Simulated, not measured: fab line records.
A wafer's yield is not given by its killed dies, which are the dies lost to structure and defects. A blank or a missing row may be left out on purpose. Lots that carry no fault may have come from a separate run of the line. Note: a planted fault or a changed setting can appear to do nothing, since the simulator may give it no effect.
Which tool was responsible? / flow nand harc / 72 wafers from 24 lots sampled at 6 of the route's 1302 steps

WHAT EACH GAUGE READ, for each wafer
NHARC_A_BLC_OVL_MEAS_11. Usual: overlay x nm -0.1 nm, standard deviation 0.85; overlay y nm 0.2 nm, standard deviation 0.67.
lot=L074; measured=day 22 10:52; on=overlay-02; overlay x nm (nm)=0.7 1.3 0.5; overlay y nm (nm)=-0.2 -0.8 -0.6; flag=
lot=L076; measured=day 23 03:55; on=overlay-02; overlay x nm (nm)=0.4 0.0 -0.2; overlay y nm (nm)=-0.3 -0.5 -0.2; flag=
lot=L077; measured=day 23 06:26; on=overlay-02; overlay x nm (nm)=0.1 0.3 0.3; overlay y nm (nm)=-0.2 0.0 0.3; flag=
lot=L078; measured=day 24 00:32; on=overlay-02; overlay x nm (nm)=0.2 0.6 -0.1; overlay y nm (nm)=0.5 1.1 0.4; flag=
lot=L079; measured=day 24 10:24; on=overlay-02; overlay x nm (nm)=0.1 0.6 0.6; overlay y nm (nm)=0.2 0.4 -0.4; flag=
lot=L081; measured=day 25 15:08; on=overlay-01; overlay x nm (nm)=-1.4 -0.7 -1.2; overlay y nm (nm)=0.1 0.3 -0.3; flag=
lot=L075; measured=day 25 19:32; on=overlay-02; overlay x nm (nm)=-2.0 -1.8 -1.5; overlay y nm (nm)=0.7 0.6 0.3; flag=
lot=L080; measured=day 25 21:30; on=overlay-01; overlay x nm (nm)=0.1 0.4 0.3; overlay y nm (nm)=0.2 -0.2 -0.1; flag=
lot=L082; measured=day 26 06:19; on=overlay-01; overlay x nm (nm)=0.1 0.8 0.2; overlay y nm (nm)=0.1 -0.2 -0.4; flag=
lot=L083; measured=day 26 09:57; on=overlay-02; overlay x nm (nm)=1.0 1.2 0.7; overlay y nm (nm)=0.1 0.1 -0.4; flag=
lot=L084; measured=day 26 10:34; on=overlay-02; overlay x nm (nm)=-1.8 -1.9 -1.9; overlay y nm (nm)=0.2 0.4 0.5; flag=
lot=L085; measured=day 27 07:56; on=overlay-02; overlay x nm (nm)=0.2 -0.2 0.7; overlay y nm (nm)=0.8 0.5 0.6; flag=
lot=L086; measured=day 27 17:40; on=overlay-02; overlay x nm (nm)=-0.4 -0.4 0.3; overlay y nm (nm)=0.0 0.1 0.0; flag=
lot=L087; measured=day 28 08:51; on=overlay-01; overlay x nm (nm)=-1.2 -1.0 -1.3; overlay y nm (nm)=0.7 -0.1 0.7; flag=
lot=L090; measured=day 28 13:53; on=overlay-02; overlay x nm (nm)=1.9 1.3 1.9; overlay y nm (nm)=1.3 1.7 1.4; flag=
lot=L089; measured=day 28 14:53; on=overlay-01; overlay x nm (nm)=-0.6 -0.5 -1.3; overlay y nm (nm)=-0.6 -0.3 -0.5; flag=
lot=L088; measured=day 29 01:35; on=overlay-02; overlay x nm (nm)=-0.2 -0.6 -0.8; overlay y nm (nm)=0.1 0.0 0.2; flag=
lot=L092; measured=day 29 03:29; on=overlay-02; overlay x nm (nm)=-0.6 -0.2 -0.8; overlay y nm (nm)=-0.9 -1.2 -0.4; flag=
lot=L091; measured=day 29 06:55; on=overlay-02; overlay x nm (nm)=-0.5 -1.1 -0.7; overlay y nm (nm)=0.3 0.8 0.7; flag=
lot=L093; measured=day 30 04:03; on=overlay-01; overlay x nm (nm)=0.7 0.8 0.6; overlay y nm (nm)=0.6 0.2 0.7; flag=
lot=L095; measured=day 31 12:36; on=overlay-02; overlay x nm (nm)=-0.3 -0.1 -0.4; overlay y nm (nm)=-1.1 -0.4 -0.9; flag=
lot=L096; measured=day 31 15:02; on=overlay-01; overlay x nm (nm)=0.5 0.4 0.2; overlay y nm (nm)=0.8 0.5 0.2; flag=
lot=L094; measured=day 31 18:36; on=overlay-02; overlay x nm (nm)=-0.6 -0.7 -0.5; overlay y nm (nm)=2.1 1.0 1.5; flag=
lot=L097; measured=day 31 22:33; on=overlay-01; overlay x nm (nm)=0.3 0.5 -0.1; overlay y nm (nm)=-0.1 -0.6 -0.7; flag=

NHARC_A_M0_OVL_MEAS_10: pitch 160 nm. Usual: overlay x nm -0.1 nm, standard deviation 0.8; overlay y nm 0.2 nm, standard deviation 0.76.
lot=L074; measured=day 22 14:58; on=overlay-01; overlay x nm (nm)=-0.3 -0.2 -0.1; overlay y nm (nm)=-1.2 -0.4 -0.9; flag=
lot=L076; measured=day 23 07:57; on=overlay-01; overlay x nm (nm)=1.1 0.5 0.6; overlay y nm (nm)=0.3 0.9 1.3; flag=
lot=L077; measured=day 23 10:28; on=overlay-02; overlay x nm (nm)=-2.3 -2.6 -2.5; overlay y nm (nm)=0.7 0.3 0.0; flag=
lot=L078; measured=day 24 04:34; on=overlay-01; overlay x nm (nm)=-0.1 -0.2 -0.5; overlay y nm (nm)=-0.7 -0.3 -0.3; flag=
lot=L079; measured=day 24 15:17; on=overlay-02; overlay x nm (nm)=-0.5 -0.2 0.6; overlay y nm (nm)=-0.4 -0.4 0.1; flag=
lot=L081; measured=day 25 19:34; on=overlay-01; overlay x nm (nm)=-1.3 -0.8 -1.1; overlay y nm (nm)=0.1 0.2 -0.4; flag=
lot=L075; measured=day 25 23:36; on=overlay-01; overlay x nm (nm)=0.8 0.9 0.8; overlay y nm (nm)=0.3 -0.5 0.5; flag=
lot=L080; measured=day 26 01:43; on=overlay-01; overlay x nm (nm)=0.6 0.1 0.6; overlay y nm (nm)=-0.5 -0.2 -0.4; flag=
lot=L082; measured=day 26 10:36; on=overlay-01; overlay x nm (nm)=0.0 0.8 0.5; overlay y nm (nm)=-1.6 -1.5 -1.7; flag=
lot=L083; measured=day 26 14:31; on=overlay-02; overlay x nm (nm)=0.1 0.2 -0.5; overlay y nm (nm)=0.4 0.3 0.6; flag=
lot=L084; measured=day 26 14:57; on=overlay-01; overlay x nm (nm)=-0.4 -0.2 0.6; overlay y nm (nm)=0.4 0.4 0.9; flag=
lot=L085; measured=day 27 11:52; on=overlay-02; overlay x nm (nm)=-0.8 -1.2 -0.8; overlay y nm (nm)=0.1 -0.1 -0.1; flag=
lot=L086; measured=day 27 21:34; on=overlay-02; overlay x nm (nm)=-0.9 -0.3 0.0; overlay y nm (nm)=0.9 0.8 1.1; flag=
lot=L087; measured=day 28 12:56; on=overlay-01; overlay x nm (nm)=1.0 0.9 -0.3; overlay y nm (nm)=0.3 1.0 0.4; flag=
lot=L090; measured=day 28 18:07; on=overlay-02; overlay x nm (nm)=0.7 0.6 1.0; overlay y nm (nm)=0.8 0.2 0.6; flag=
lot=L089; measured=day 28 18:59; on=overlay-01; overlay x nm (nm)=0.4 0.5 0.0; overlay y nm (nm)=1.0 0.5 1.1; flag=
lot=L088; measured=day 29 05:38; on=overlay-01; overlay x nm (nm)=0.0 1.4 1.2; overlay y nm (nm)=0.3 0.9 1.7; flag=
lot=L092; measured=day 29 07:23; on=overlay-01; overlay x nm (nm)=-0.4 -1.2 -1.2; overlay y nm (nm)=-0.9 -1.5 -0.6; flag=
lot=L091; measured=day 29 10:56; on=overlay-01; overlay x nm (nm)=1.0 0.7 -0.2; overlay y nm (nm)=0.9 1.2 1.2; flag=
lot=L093; measured=day 30 08:05; on=overlay-01; overlay x nm (nm)=-0.5 -0.7 -0.7; overlay y nm (nm)=-0.9 -0.3 -1.3; flag=
lot=L095; measured=day 31 16:30; on=overlay-01; overlay x nm (nm)=-0.5 -0.6 -0.4; overlay y nm (nm)=-0.5 0.0 -0.8; flag=
lot=L096; measured=day 31 19:30; on=overlay-01; overlay x nm (nm)=-0.2 -0.1 0.0; overlay y nm (nm)=1.2 0.6 0.9; flag=
lot=L094; measured=day 31 23:07; on=overlay-01; overlay x nm (nm)=0.0 1.1 0.2; overlay y nm (nm)=0.6 1.2 1.5; flag=
lot=L097; measured=day 32 02:35; on=overlay-02; overlay x nm (nm)=-0.2 0.0 0.1; overlay y nm (nm)=0.5 0.0 1.0; flag=

NHARC_A_M0_INSPECT_11. Usual: raw defect count at 85, with a standard deviation of 43.
lot=L074; measured=day 22 15:01; on=defect inspect-01; raw defect count=149 137 155; flag=
lot=L076; measured=day 23 07:59; on=defect inspect-02; raw defect count=51 73 66; flag=
lot=L077; measured=day 23 10:31; on=defect inspect-01; raw defect count=104 114 116; flag=
lot=L078; measured=day 24 04:37; on=defect inspect-02; raw defect count=19 14 19; flag=
lot=L079; measured=day 24 15:19; on=defect inspect-02; raw defect count=75 61 69; flag=
lot=L081; measured=day 25 19:35; on=defect inspect-01; raw defect count=23 29 20; flag=
lot=L075; measured=day 25 23:38; on=defect inspect-02; raw defect count=102 134 124; flag=
lot=L080; measured=day 26 01:45; on=defect inspect-02; raw defect count=114 119 119; flag=
lot=L082; measured=day 26 10:38; on=defect inspect-01; raw defect count=75 90 89; flag=
lot=L083; measured=day 26 14:32; on=defect inspect-01; raw defect count=136 119 140; flag=
lot=L084; measured=day 26 14:59; on=defect inspect-02; raw defect count=51 44 43; flag=
lot=L085; measured=day 27 11:54; on=defect inspect-02; raw defect count=16 16 24; flag=
lot=L086; measured=day 27 21:36; on=defect inspect-01; raw defect count=162 162 165; flag=
lot=L087; measured=day 28 12:58; on=defect inspect-02; raw defect count=65 75 67; flag=
lot=L090; measured=day 28 18:08; on=defect inspect-02; raw defect count=22 31 23; flag=
lot=L089; measured=day 28 19:01; on=defect inspect-02; raw defect count=140 138 152; flag=
lot=L088; measured=day 29 05:40; on=defect inspect-02; raw defect count=121 100 130; flag=
lot=L092; measured=day 29 07:25; on=defect inspect-02; raw defect count=59 69 66; flag=
lot=L091; measured=day 29 10:58; on=defect inspect-01; raw defect count=118 125 113; flag=
lot=L093; measured=day 30 08:07; on=defect inspect-01; raw defect count=109 120 110; flag=
lot=L095; measured=day 31 16:32; on=defect inspect-01; raw defect count=87 85 85; flag=
lot=L096; measured=day 31 19:32; on=defect inspect-01; raw defect count=29 19 22; flag=
lot=L094; measured=day 31 23:09; on=defect inspect-02; raw defect count=79 86 78; flag=
lot=L097; measured=day 32 02:38; on=defect inspect-01; raw defect count=99 89 92; flag=

TOOL THAT RAN EACH LOT (tool first, then ch and the chambers of the sampled wafers, then the start)
lot=L074; NHARC_A_CONTACT_STRIP_26=rie diel-13 ch 1,2,3, day 22 08:47 or earlier; NHARC_A_CONTACT_ALD_18=ald metal-01 ch 0,3, day 22 08:47; NHARC_A_BLC_STRIP_29=rie diel-05 ch 0,1,2, day 22 12:02
lot=L076; NHARC_A_CONTACT_STRIP_26=rie diel-12 ch 0,1,2, day 23 01:50 or earlier; NHARC_A_CONTACT_ALD_18=ald metal-04 ch 0,3, day 23 01:50; NHARC_A_BLC_STRIP_29=rie diel-01 ch 1,3, day 23 05:04
lot=L077; NHARC_A_CONTACT_STRIP_26=rie diel-13 ch 0,2,3, day 23 04:23 or earlier; NHARC_A_CONTACT_ALD_18=ald metal-03 ch 0,1,2, day 23 04:23; NHARC_A_BLC_STRIP_29=rie diel-05 ch 1,3, day 23 07:35
lot=L078; NHARC_A_CONTACT_STRIP_26=rie diel-06 ch 1,3, day 23 22:26 or earlier; NHARC_A_CONTACT_ALD_18=ald metal-01 ch 1,2, day 23 22:26; NHARC_A_BLC_STRIP_29=rie diel-05 ch 0,1,3, day 24 01:41
lot=L079; NHARC_A_CONTACT_STRIP_26=rie diel-06 ch 0,2,3, day 24 08:26 or earlier; NHARC_A_CONTACT_ALD_18=ald metal-03 ch 0,2, day 24 08:26; NHARC_A_BLC_STRIP_29=rie diel-05 ch 0,1, day 24 12:13
lot=L081; NHARC_A_CONTACT_STRIP_26=rie diel-06 ch 1,3, day 25 13:04 or earlier; NHARC_A_CONTACT_ALD_18=ald metal-01 ch 0,1,2, day 25 13:04; NHARC_A_BLC_STRIP_29=rie diel-01 ch 0,2,3, day 25 16:40
lot=L075; NHARC_A_CONTACT_STRIP_26=rie diel-06 ch 1,2,3, day 25 17:26 or earlier; NHARC_A_CONTACT_ALD_18=ald metal-03 ch 0,1,2, day 25 17:26; NHARC_A_BLC_STRIP_29=rie diel-05 ch 1,2,3, day 25 20:41
lot=L080; NHARC_A_CONTACT_STRIP_26=rie diel-12 ch 0,2,3, day 25 19:25 or earlier; NHARC_A_CONTACT_ALD_18=ald metal-01 ch 1,3, day 25 19:25; NHARC_A_BLC_STRIP_29=rie diel-01 ch 1,2, day 25 22:50
lot=L082; NHARC_A_CONTACT_STRIP_26=rie diel-12 ch 0,1,2, day 26 04:22 or earlier; NHARC_A_CONTACT_ALD_18=ald metal-03 ch 0,2,3, day 26 04:22; NHARC_A_BLC_STRIP_29=rie diel-01 ch 0,1,2, day 26 07:40
lot=L083; NHARC_A_CONTACT_STRIP_26=rie diel-13 ch 2,3, day 26 07:52 or earlier; NHARC_A_CONTACT_ALD_18=ald metal-04 ch 0,1,2, day 26 07:52; NHARC_A_BLC_STRIP_29=rie diel-09 ch 1,2, day 26 11:37
lot=L084; NHARC_A_CONTACT_STRIP_26=rie diel-06 ch 0,2, day 26 08:29 or earlier; NHARC_A_CONTACT_ALD_18=ald metal-01 ch 2,3, day 26 08:29; NHARC_A_BLC_STRIP_29=rie diel-05 ch 1,3, day 26 11:44
lot=L085; NHARC_A_CONTACT_STRIP_26=rie diel-06 ch 1,2,3, day 27 05:51 or earlier; NHARC_A_CONTACT_ALD_18=ald metal-04 ch 0,2,3, day 27 05:51; NHARC_A_BLC_STRIP_29=rie diel-09 ch 1,2, day 27 09:04
lot=L086; NHARC_A_CONTACT_STRIP_26=rie diel-06 ch 1,3, day 27 15:33 or earlier; NHARC_A_CONTACT_ALD_18=ald metal-03 ch 0,3, day 27 15:33; NHARC_A_BLC_STRIP_29=rie diel-05 ch 2,3, day 27 18:47
lot=L087; NHARC_A_CONTACT_STRIP_26=rie diel-12 ch 0,1,2, day 28 06:46 or earlier; NHARC_A_CONTACT_ALD_18=ald metal-03 ch 2,3, day 28 06:46; NHARC_A_BLC_STRIP_29=rie diel-09 ch 1,3, day 28 10:00
lot=L090; NHARC_A_CONTACT_STRIP_26=rie diel-13 ch 1,3, day 28 11:50 or earlier; NHARC_A_CONTACT_ALD_18=ald metal-03 ch 0,1,2, day 28 11:50; NHARC_A_BLC_STRIP_29=rie diel-05 ch 2,3, day 28 15:18
lot=L089; NHARC_A_CONTACT_STRIP_26=rie diel-13 ch 0,2,3, day 28 12:47 or earlier; NHARC_A_CONTACT_ALD_18=ald metal-01 ch 1,3, day 28 12:47; NHARC_A_BLC_STRIP_29=rie diel-05 ch 0,3, day 28 16:02
lot=L088; NHARC_A_CONTACT_STRIP_26=rie diel-13 ch 0,1,3, day 28 23:39 or earlier; NHARC_A_CONTACT_ALD_18=ald metal-03 ch 0,1,2, day 28 23:39; NHARC_A_BLC_STRIP_29=rie diel-01 ch 0,1,2, day 29 02:46
lot=L092; NHARC_A_CONTACT_STRIP_26=rie diel-06 ch 0,1,3, day 29 01:20 or earlier; NHARC_A_CONTACT_ALD_18=ald metal-04 ch 2,3, day 29 01:20; NHARC_A_BLC_STRIP_29=rie diel-01 ch 1,2,3, day 29 04:37
lot=L091; NHARC_A_CONTACT_STRIP_26=rie diel-13 ch 1,3, day 29 04:55 or earlier; NHARC_A_CONTACT_ALD_18=ald metal-03 ch 0,2, day 29 04:55; NHARC_A_BLC_STRIP_29=rie diel-05 ch 0,2,3, day 29 08:05
lot=L093; NHARC_A_CONTACT_STRIP_26=rie diel-06 ch 0,1,2, day 30 01:52 or earlier; NHARC_A_CONTACT_ALD_18=ald metal-01 ch 0,1, day 30 01:52; NHARC_A_BLC_STRIP_29=rie diel-01 ch 0,1, day 30 05:11
lot=L095; NHARC_A_CONTACT_STRIP_26=rie diel-12 ch 1,2, day 31 10:35 or earlier; NHARC_A_CONTACT_ALD_18=ald metal-03 ch 0,1,3, day 31 10:35; NHARC_A_BLC_STRIP_29=rie diel-01 ch 0,3, day 31 13:44
lot=L096; NHARC_A_CONTACT_STRIP_26=rie diel-13 ch 1,2, day 31 12:57 or earlier; NHARC_A_CONTACT_ALD_18=ald metal-01 ch 0,1, day 31 12:57; NHARC_A_BLC_STRIP_29=rie diel-05 ch 1,2,3, day 31 16:11
lot=L094; NHARC_A_CONTACT_STRIP_26=rie diel-12 ch 0,2,3, day 31 16:38 or earlier; NHARC_A_CONTACT_ALD_18=ald metal-01 ch 1,3, day 31 16:38; NHARC_A_BLC_STRIP_29=rie diel-05 ch 0,1,3, day 31 20:18
lot=L097; NHARC_A_CONTACT_STRIP_26=rie diel-13 ch 0,2,3, day 31 20:28 or earlier; NHARC_A_CONTACT_ALD_18=ald metal-04 ch 1,2,3, day 31 20:28; NHARC_A_BLC_STRIP_29=rie diel-05 ch 0,2, day 31 23:41
- NHARC_A_CONTACT_STRIP_26: strips in O2.
- NHARC_A_CONTACT_ALD_18: deposits TiN, target thk 3 nm, pulse time 1 s, ald cycles 150.
- NHARC_A_BLC_STRIP_29: strips in CF4.

WHAT THE TOOLS THEMSELVES READ (means of the sampled wafers that have a number; where no wafer has one, the mark that the record gives instead)
NHARC_A_CONTACT_STRIP_26. Usual: drypump motor current A 5.5 A, standard deviation 0.46; oes product au 1.003 a.u., standard deviation 0.01; rf vpp V 57.6 V, standard deviation 0.92; showerhead plenum p Torr 3.47 Torr, standard deviation 0.16; throttle valve pct 17.037 %, standard deviation 0.0097.
lot=L074; tool=rie diel-13; drypump motor current A (A)=5.4; oes product au (a.u.)=0.999; rf vpp V (V)=56.9; showerhead plenum p Torr (Torr)=3.46; throttle valve pct (%)=17.039; flag=
lot=L076; tool=rie diel-12; drypump motor current A (A)=6.1; oes product au (a.u.)=1.007; rf vpp V (V)=56.7; showerhead plenum p Torr (Torr)=3.40; throttle valve pct (%)=17.034; flag=
lot=L077; tool=rie diel-13; drypump motor current A (A)=5.2; oes product au (a.u.)=0.998; rf vpp V (V)=58.0; showerhead plenum p Torr (Torr)=3.43; throttle valve pct (%)=17.032; flag=
lot=L078; tool=rie diel-06; drypump motor current A (A)=5.3; oes product au (a.u.)=0.995; rf vpp V (V)=58.2; showerhead plenum p Torr (Torr)=3.58; throttle valve pct (%)=17.035; flag=
lot=L079; tool=rie diel-06; drypump motor current A (A)=5.2; oes product au (a.u.)=0.991; rf vpp V (V)=57.4; showerhead plenum p Torr (Torr)=3.36; throttle valve pct (%)=17.032; flag=
lot=L081; tool=rie diel-06; drypump motor current A (A)=5.4; oes product au (a.u.)=0.998; rf vpp V (V)=58.1; showerhead plenum p Torr (Torr)=3.43; throttle valve pct (%)=17.039; flag=
lot=L075; tool=rie diel-06; drypump motor current A (A)=5.2; oes product au (a.u.)=1.003; rf vpp V (V)=57.9; showerhead plenum p Torr (Torr)=3.48; throttle valve pct (%)=17.037; flag=
lot=L080; tool=rie diel-12; drypump motor current A (A)=5.8; oes product au (a.u.)=1.007; rf vpp V (V)=58.1; showerhead plenum p Torr (Torr)=3.55; throttle valve pct (%)=17.035; flag=
lot=L082; tool=rie diel-12; drypump motor current A (A)=6.1; oes product au (a.u.)=1.010; rf vpp V (V)=56.9; showerhead plenum p Torr (Torr)=3.39; throttle valve pct (%)=17.037; flag=
lot=L083; tool=rie diel-13; drypump motor current A (A)=5.1; oes product au (a.u.)=1.002; rf vpp V (V)=57.5; showerhead plenum p Torr (Torr)=3.35; throttle valve pct (%)=17.032; flag=
lot=L084; tool=rie diel-06; drypump motor current A (A)=5.1; oes product au (a.u.)=0.998; rf vpp V (V)=58.0; showerhead plenum p Torr (Torr)=3.40; throttle valve pct (%)=17.037; flag=
lot=L085; tool=rie diel-06; drypump motor current A (A)=5.2; oes product au (a.u.)=1.014; rf vpp V (V)=56.9; showerhead plenum p Torr (Torr)=3.48; throttle valve pct (%)=17.029; flag=
lot=L086; tool=rie diel-06; drypump motor current A (A)=5.3; oes product au (a.u.)=0.995; rf vpp V (V)=58.3; showerhead plenum p Torr (Torr)=3.57; throttle valve pct (%)=17.039; flag=
lot=L087; tool=rie diel-12; drypump motor current A (A)=6.1; oes product au (a.u.)=1.009; rf vpp V (V)=57.4; showerhead plenum p Torr (Torr)=3.39; throttle valve pct (%)=17.036; flag=
lot=L090; tool=rie diel-13; drypump motor current A (A)=5.6; oes product au (a.u.)=1.006; rf vpp V (V)=57.2; showerhead plenum p Torr (Torr)=3.49; throttle valve pct (%)=17.033; flag=
lot=L089; tool=rie diel-13; drypump motor current A (A)=5.2; oes product au (a.u.)=1.003; rf vpp V (V)=57.3; showerhead plenum p Torr (Torr)=3.42; throttle valve pct (%)=17.029; flag=
lot=L088; tool=rie diel-13; drypump motor current A (A)=5.5; oes product au (a.u.)=1.000; rf vpp V (V)=57.8; showerhead plenum p Torr (Torr)=3.52; throttle valve pct (%)=17.030; flag=
lot=L092; tool=rie diel-06; drypump motor current A (A)=5.4; oes product au (a.u.)=0.993; rf vpp V (V)=57.5; showerhead plenum p Torr (Torr)=3.61; throttle valve pct (%)=17.034; flag=
lot=L091; tool=rie diel-13; drypump motor current A (A)=5.7; oes product au (a.u.)=1.001; rf vpp V (V)=58.4; showerhead plenum p Torr (Torr)=3.55; throttle valve pct (%)=17.033; flag=
lot=L093; tool=rie diel-06; drypump motor current A (A)=5.2; oes product au (a.u.)=1.008; rf vpp V (V)=57.5; showerhead plenum p Torr (Torr)=3.48; throttle valve pct (%)=17.042; flag=
lot=L095; tool=rie diel-12; drypump motor current A (A)=5.9; oes product au (a.u.)=0.993; rf vpp V (V)=57.5; showerhead plenum p Torr (Torr)=3.29; throttle valve pct (%)=17.035; flag=
lot=L096; tool=rie diel-13; drypump motor current A (A)=5.4; oes product au (a.u.)=1.005; rf vpp V (V)=57.2; showerhead plenum p Torr (Torr)=3.51; throttle valve pct (%)=17.038; flag=
lot=L094; tool=rie diel-12; drypump motor current A (A)=5.9; oes product au (a.u.)=1.019; rf vpp V (V)=57.9; showerhead plenum p Torr (Torr)=3.53; throttle valve pct (%)=17.037; flag=
lot=L097; tool=rie diel-13; drypump motor current A (A)=5.2; oes product au (a.u.)=0.994; rf vpp V (V)=56.8; showerhead plenum p Torr (Torr)=3.41; throttle valve pct (%)=17.047; flag=

NHARC_A_CONTACT_ALD_18. Usual: heater power w 1094 W, standard deviation 110; precursor pulse height rel 0.997, standard deviation 0.02.
lot=L074; tool=ald metal-01; heater power w (W)=1209; precursor pulse height rel=1.002; flag=
lot=L076; tool=ald metal-04; heater power w (W)=1109; precursor pulse height rel=0.986; flag=
lot=L077; tool=ald metal-03; heater power w (W)=1053; precursor pulse height rel=0.989; flag=
lot=L078; tool=ald metal-01; heater power w (W)=1068; precursor pulse height rel=1.001; flag=
lot=L079; tool=ald metal-03; heater power w (W)=1140; precursor pulse height rel=0.989; flag=
lot=L081; tool=ald metal-01; heater power w (W)=1042; precursor pulse height rel=0.990; flag=
lot=L075; tool=ald metal-03; heater power w (W)=1069; precursor pulse height rel=0.987; flag=
lot=L080; tool=ald metal-01; heater power w (W)=1150; precursor pulse height rel=1.022; flag=
lot=L082; tool=ald metal-03; heater power w (W)=1080; precursor pulse height rel=0.996; flag=
lot=L083; tool=ald metal-04; heater power w (W)=1168; precursor pulse height rel=0.993; flag=
lot=L084; tool=ald metal-01; heater power w (W)=1183; precursor pulse height rel=1.011; flag=
lot=L085; tool=ald metal-04; heater power w (W)=1126; precursor pulse height rel=0.993; flag=
lot=L086; tool=ald metal-03; heater power w (W)=1031; precursor pulse height rel=0.999; flag=
lot=L087; tool=ald metal-03; heater power w (W)=1127; precursor pulse height rel=0.997; flag=
lot=L090; tool=ald metal-03; heater power w (W)=1057; precursor pulse height rel=0.984; flag=
lot=L089; tool=ald metal-01; heater power w (W)=1185; precursor pulse height rel=0.994; flag=
lot=L088; tool=ald metal-03; heater power w (W)=1060; precursor pulse height rel=1.002; flag=
lot=L092; tool=ald metal-04; heater power w (W)=1197; precursor pulse height rel=1.006; flag=
lot=L091; tool=ald metal-03; heater power w (W)=1111; precursor pulse height rel=1.003; flag=
lot=L093; tool=ald metal-01; heater power w (W)=1073; precursor pulse height rel=0.998; flag=
lot=L095; tool=ald metal-03; heater power w (W)=1001; precursor pulse height rel=0.997; flag=
lot=L096; tool=ald metal-01; heater power w (W)=1041; precursor pulse height rel=0.993; flag=
lot=L094; tool=ald metal-01; heater power w (W)=1218; precursor pulse height rel=0.994; flag=
lot=L097; tool=ald metal-04; heater power w (W)=1204; precursor pulse height rel=1.012; flag=

NHARC_A_BLC_STRIP_29. Usual: drypump motor current A 5.7 A, standard deviation 0.42; oes product au 0.999 a.u., standard deviation 0.0094; rf vpp V 59.6 V, standard deviation 0.98; showerhead plenum p Torr 1.80 Torr, standard deviation 0.063; throttle valve pct 13.284 %, standard deviation 0.0083.
lot=L074; tool=rie diel-05; drypump motor current A (A)=5.7; oes product au (a.u.)=0.989; rf vpp V (V)=59.9; showerhead plenum p Torr (Torr)=1.78; throttle valve pct (%)=13.287; flag=
lot=L076; tool=rie diel-01; drypump motor current A (A)=5.5; oes product au (a.u.)=1.007; rf vpp V (V)=59.3; showerhead plenum p Torr (Torr)=1.86; throttle valve pct (%)=13.285; flag=
lot=L077; tool=rie diel-05; drypump motor current A (A)=5.8; oes product au (a.u.)=0.996; rf vpp V (V)=60.4; showerhead plenum p Torr (Torr)=1.84; throttle valve pct (%)=13.279; flag=
lot=L078; tool=rie diel-05; drypump motor current A (A)=5.6; oes product au (a.u.)=1.000; rf vpp V (V)=59.8; showerhead plenum p Torr (Torr)=1.82; throttle valve pct (%)=13.281; flag=
lot=L079; tool=rie diel-05; drypump motor current A (A)=5.5; oes product au (a.u.)=0.998; rf vpp V (V)=59.6; showerhead plenum p Torr (Torr)=1.83; throttle valve pct (%)=13.283; flag=
lot=L081; tool=rie diel-01; drypump motor current A (A)=5.5; oes product au (a.u.)=1.002; rf vpp V (V)=59.6; showerhead plenum p Torr (Torr)=1.80; throttle valve pct (%)=13.285; flag=
lot=L075; tool=rie diel-05; drypump motor current A (A)=6.0; oes product au (a.u.)=1.002; rf vpp V (V)=61.0; showerhead plenum p Torr (Torr)=1.80; throttle valve pct (%)=13.286; flag=
lot=L080; tool=rie diel-01; drypump motor current A (A)=5.4; oes product au (a.u.)=0.998; rf vpp V (V)=59.5; showerhead plenum p Torr (Torr)=1.87; throttle valve pct (%)=13.284; flag=
lot=L082; tool=rie diel-01; drypump motor current A (A)=5.3; oes product au (a.u.)=0.999; rf vpp V (V)=59.2; showerhead plenum p Torr (Torr)=1.83; throttle valve pct (%)=13.288; flag=
lot=L083; tool=rie diel-09; drypump motor current A (A)=5.8; oes product au (a.u.)=0.995; rf vpp V (V)=59.1; showerhead plenum p Torr (Torr)=1.71; throttle valve pct (%)=13.283; flag=
lot=L084; tool=rie diel-05; drypump motor current A (A)=5.9; oes product au (a.u.)=0.989; rf vpp V (V)=60.5; showerhead plenum p Torr (Torr)=1.84; throttle valve pct (%)=13.285; flag=
lot=L085; tool=rie diel-09; drypump motor current A (A)=5.8; oes product au (a.u.)=0.996; rf vpp V (V)=59.3; showerhead plenum p Torr (Torr)=1.71; throttle valve pct (%)=13.281; flag=
lot=L086; tool=rie diel-05; drypump motor current A (A)=6.1; oes product au (a.u.)=1.002; rf vpp V (V)=60.2; showerhead plenum p Torr (Torr)=1.79; throttle valve pct (%)=13.299; flag=
lot=L087; tool=rie diel-09; drypump motor current A (A)=6.3; oes product au (a.u.)=1.001; rf vpp V (V)=59.2; showerhead plenum p Torr (Torr)=1.86; throttle valve pct (%)=13.284; flag=
lot=L090; tool=rie diel-05; drypump motor current A (A)=6.1; oes product au (a.u.)=0.990; rf vpp V (V)=59.3; showerhead plenum p Torr (Torr)=1.79; throttle valve pct (%)=13.283; flag=
lot=L089; tool=rie diel-05; drypump motor current A (A)=5.7; oes product au (a.u.)=0.995; rf vpp V (V)=59.9; showerhead plenum p Torr (Torr)=1.81; throttle valve pct (%)=13.282; flag=
lot=L088; tool=rie diel-01; drypump motor current A (A)=5.4; oes product au (a.u.)=1.009; rf vpp V (V)=60.2; showerhead plenum p Torr (Torr)=1.83; throttle valve pct (%)=13.278; flag=
lot=L092; tool=rie diel-01; drypump motor current A (A)=5.6; oes product au (a.u.)=1.004; rf vpp V (V)=59.0; showerhead plenum p Torr (Torr)=1.84; throttle valve pct (%)=13.281; flag=
lot=L091; tool=rie diel-05; drypump motor current A (A)=5.8; oes product au (a.u.)=1.010; rf vpp V (V)=58.9; showerhead plenum p Torr (Torr)=1.77; throttle valve pct (%)=13.284; flag=
lot=L093; tool=rie diel-01; drypump motor current A (A)=5.2; oes product au (a.u.)=1.004; rf vpp V (V)=59.3; showerhead plenum p Torr (Torr)=1.81; throttle valve pct (%)=13.286; flag=
lot=L095; tool=rie diel-01; drypump motor current A (A)=5.6; oes product au (a.u.)=1.005; rf vpp V (V)=59.8; showerhead plenum p Torr (Torr)=1.78; throttle valve pct (%)=13.285; flag=
lot=L096; tool=rie diel-05; drypump motor current A (A)=6.0; oes product au (a.u.)=0.998; rf vpp V (V)=60.7; showerhead plenum p Torr (Torr)=1.79; throttle valve pct (%)=13.279; flag=
lot=L094; tool=rie diel-05; drypump motor current A (A)=5.6; oes product au (a.u.)=0.993; rf vpp V (V)=59.5; showerhead plenum p Torr (Torr)=1.81; throttle valve pct (%)=13.278; flag=
lot=L097; tool=rie diel-05; drypump motor current A (A)=6.0; oes product au (a.u.)=1.013; rf vpp V (V)=58.7; showerhead plenum p Torr (Torr)=1.73; throttle valve pct (%)=13.284; flag=

THE ANSWER, worked out from the rows above alone
Rule: a lot is off if the mean of its wafers that have a number lies more than 3 standard deviations from the usual mean. Also off: a lot with no number at a reading for which 4 or more lots have one. All remaining lots with rows at the step are treated as sound. The gauges are gone through in route order, then the tools' own readings, and for those a lot's mean is taken as printed above. At the first step where some lot is off, the reading lying furthest off is the one used; lots without a number count as furthest.
Across all readings shown, no lot is off: no conclusion can be drawn from this.

WHAT THE SIMULATOR PUT IN
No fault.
